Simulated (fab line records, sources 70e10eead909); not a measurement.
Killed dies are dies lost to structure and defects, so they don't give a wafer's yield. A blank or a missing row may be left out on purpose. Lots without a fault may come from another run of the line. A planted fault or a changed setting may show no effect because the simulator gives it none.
Problem report in the 8D (eight disciplines) form, filled by code | flow nand_harc | the parts of the form that need people (team, actions taken, sign-off) are left out

1. THE PROBLEM
killed_dies at NHARC_END_SORT_01 reads a mean of 660 on 2 wafers of 2 lots; wafers without a fault read 57 with a standard deviation of 20. That is +30 standard deviations from the usual mean.
First seen on wafer L456.4, day 28 10:36, on prober-01. The record holds 6 wafers of 2 lots with a number at this step. Rule for "out", or "out of limits": more than 4 standard deviations from the usual mean. The other wafers with a number count as sound.

2. WHAT IT IS AND WHAT IT IS NOT
question                    | is                           | is not
which readings at this step | killed_dies, killed_at_array | killed_at_periphery, killed_open, killed_short
which lots                  | L456, L457                   | -
which wafers of those lots  | L456.4, L457.4               | L456.3, L456.5, L457.1, L457.5
read on which gauges        | prober-01, prober-02         | -
when                        | from day 28 10:36            | up to then (2 sound wafers); but 2 sound wafers of L456, L457 came after

3. SUSPECTS, AND WHAT RULES EACH OUT
Counting: a tool at a process step up to the reading stays a suspect if it ran every lot that is out. Sound lots after the first of them don't rule it out here, since some wafers of a struck lot are sound.
- the gauge at NHARC_END_SORT_01: ruled out. The wafers that are out were read on 2 gauges (prober-01, prober-02).
- plasma_asher-01 at NHARC_A_STAIRCASE_STRIP_171 (strips in O2): kept. It ran every lot that is out, first L457 (day 19 18:44).
- rie_diel-12 at NHARC_A_STAIRCASE_ETCH_23 (etches the open film in C4F8/O2, target depth 100 nm, time 40.5 s): kept. It ran every lot that is out, first L457 (day 20 00:15). Its own readings are out on those wafers: oes_product_au.
- Within rie_diel-12 at NHARC_A_STAIRCASE_ETCH_23: the wafers that are out ran in chamber 0; their sound lot-mates ran in chambers 1, 2, 3.
Left after counting: plasma_asher-01 at NHARC_A_STAIRCASE_STRIP_171, rie_diel-12 at NHARC_A_STAIRCASE_ETCH_23.

4. THE CAUSE (what the simulator had put in)
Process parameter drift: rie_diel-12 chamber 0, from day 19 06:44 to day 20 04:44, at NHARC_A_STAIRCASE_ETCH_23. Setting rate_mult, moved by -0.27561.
Counting left 2 suspects, and this tool is among them.

5. THE CHAIN OF EFFECTS, in route order
Each row: a reading whose mean over the struck wafers that have a number lies more than 3 standard deviations from the usual. Only readings for which the record gives a usual standard deviation are gone through. hours: the time from each lot's start at the first step in this table that gives one to its start at this step, as a median over the lots. sigmas: the change in usual standard deviations.
hours | step                      | reading         | usual      | on struck wafers | change | sigmas
0     | NHARC_A_STAIRCASE_ETCH_23 | oes_product_au  | 0.946 a.u. | 0.806            | -0.140 | -13
201   | NHARC_END_SORT_01         | killed_at_array | 52         | 651              | +599   | +30
201   | NHARC_END_SORT_01         | killed_dies     | 57         | 660              | +603   | +30
The process steps in it:
- NHARC_A_STAIRCASE_ETCH_23: etches the open film in C4F8/O2, target depth 100 nm, time 40.5 s.

6. WHAT WOULD HAVE CAUGHT IT SOONER
In this record the first reading out of limits at a measuring or inspecting step was taken at day 28 10:36, 220 hours after the fault began at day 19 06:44.
The tool's own readings at NHARC_A_STAIRCASE_ETCH_23 were out on every struck wafer that the step has a row for (oes_product_au): an alarm limit on them would have fired on the first of those.
All the lots that are out (2) had begun NHARC_A_STAIRCASE_ETCH_23 on rie_diel-12 by day 28 10:36. A hold on the tool at that time would have spared none of them.
